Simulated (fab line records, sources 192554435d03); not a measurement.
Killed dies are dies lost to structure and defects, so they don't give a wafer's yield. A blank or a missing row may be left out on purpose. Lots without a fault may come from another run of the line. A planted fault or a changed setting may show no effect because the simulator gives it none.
Split-lot experiment | flow n5_finfet | 7 lots, 21 wafers read, on a route of 1938 steps

THE SPLIT
At N5_HKMG_FIN_ETCH_55 (etches SOC in N2/H2, target depth 240 nm, time 300 s), the setting time_s was moved away from the recipe's 300 s on 6 of the 21 wafers read, by -13.1% to +15.9%. The other wafers ran this setting at the recipe's value.

FROM THE SPLIT TO THE READING: what the file shows between them, 2 steps
- N5_HKMG_FIN_STRIP_56: strips in N2/H2
- N5_HKMG_FIN_STRIP_57: strips in CF4

THE READING
HKMG_FIN.cd_offset_nm (the simulator's own value, which no gauge read), in nm, at N5_HKMG_FIN_ETCH_58 (etches SOC in N2/H2, target depth 215.8 nm, time 741 s). The file gives no usual value for it. The 15 wafers here that ran the recipe average 0.0 nm, standard deviation 0.62 nm.

wafer  | tool, chamber at the split | time_s as run, s | against the recipe | HKMG_FIN.cd_offset_nm, nm | against lot-mates on the recipe
L076.2 | rie_diel-05, 1             | 300              | recipe             | -0.4                      | -
L076.4 | rie_diel-05, 2             | 300              | recipe             | -0.6                      | -
L076.5 | rie_diel-05, 3             | 347              | +15.7%             | 1                         | +1.5
L083.3 | rie_diel-06, 0             | 300              | recipe             | -1.2                      | -
L083.5 | rie_diel-06, 0             | 300              | recipe             | -1.2                      | -
L083.4 | rie_diel-06, 1             | 347.8            | +15.9%             | 0.6                       | +1.8
L085.3 | rie_diel-06, 1             | 300              | recipe             | 0.4                       | -
L085.5 | rie_diel-06, 3             | 300              | recipe             | 0.4                       | -
L085.4 | rie_diel-06, 2             | 300              | recipe             | 0.2                       | -
L086.1 | rie_diel-06, 0             | 300              | recipe             | 0.2                       | -
L086.3 | rie_diel-06, 1             | 300              | recipe             | 1                         | -
L086.5 | rie_diel-06, 3             | 300              | recipe             | 0.6                       | -
L088.2 | rie_diel-03, 1             | 260.8            | -13.1%             | -1                        | -1.0
L088.3 | rie_diel-03, 0             | 300              | recipe             | 0                         | -
L088.6 | rie_diel-03, 3             | 260.8            | -13.1%             | -0.8                      | -0.8
L089.1 | rie_diel-06, 3             | 341.9            | +14.0%             | 1                         | +0.6
L089.3 | rie_diel-06, 2             | 300              | recipe             | 0.4                       | -
L089.4 | rie_diel-06, 1             | 341.9            | +14.0%             | 0.8                       | +0.4
L095.2 | rie_diel-05, 2             | 300              | recipe             | -0.2                      | -
L095.5 | rie_diel-05, 3             | 300              | recipe             | -0.2                      | -
L095.3 | rie_diel-05, 3             | 300              | recipe             | 0.6                       | -

THE FIT
A straight line over all 21 wafers: HKMG_FIN.cd_offset_nm changes by +0.0606 nm for each +1% of time_s; r = +0.65; the points scatter about the line by 0.56 nm.
The same after taking each lot's own level away (the mean of its wafers on the recipe; 21 wafers): +0.0728 nm for each +1%; r = +0.87; scatter 0.32 nm.
On that fit, the largest move of time_s shifts the reading by 1.2 nm.
The lots' own levels span -1.20 to 0.60 nm, that is 2.9 times the standard deviation above.
So the lot-to-lot level blurs the effect unless lot-mates are compared.
Check: with one of the wafers moved furthest among these (+15.9%) left out of the fit, the line predicts +0.98 nm for it against its lot-mates. It came out at +1.8 nm against them.

OTHER SPLITS ON THESE WAFERS
These wafers also went through other splits before the reading. Each is held against what the fit with the lots' levels taken away leaves over:
other split on the same wafers | wafers away from the commonest value | r with HKMG_FIN.cd_offset_nm (lot level and that fit taken away)
N5_SD_EPI_P_EPI_21 temp_c      | 9                                    | +0.31
N5_SD_ACTIVATION_LSA_01 temp_c | 4                                    | +0.16
N5_HKMG_FIN_COAT_43 spin_rpm   | 6                                    | -0.20

THE WHOLE CHAIN: every reading that the file lists as answering this split, in the file's order
step                | what it does                                           | reading                                                                           | change (the file's fit)               | r (the file's)
N5_HKMG_FIN_ETCH_55 | etches SOC in N2/H2, target depth 240 nm, time 300 s   | etch.depth_nm (the simulator's own value, which no gauge read)                    | +2.23 nm for each +1% of the setting  | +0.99
N5_HKMG_FIN_ETCH_55 | etches SOC in N2/H2, target depth 240 nm, time 300 s   | HKMG_FIN.feature_depth_nm (the simulator's own value, which no gauge read)        | +2.23 nm for each +1% of the setting  | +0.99
N5_HKMG_FIN_ETCH_55 | etches SOC in N2/H2, target depth 240 nm, time 300 s   | SiARC_of_HKMG_FIN_COAT_42.thk_nm (the simulator's own value, which no gauge read) | -0.124 nm for each +1% of the setting | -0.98
N5_HKMG_FIN_ETCH_58 | etches SOC in N2/H2, target depth 215.8 nm, time 741 s | HKMG_FIN.cd_offset_nm (the simulator's own value, which no gauge read)            | +0.082 nm for each +1% of the setting | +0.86

THE FILE'S OWN FIT
HKMG_FIN.cd_offset_nm changes by +0.082 nm for each +1% of time_s, r = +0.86.
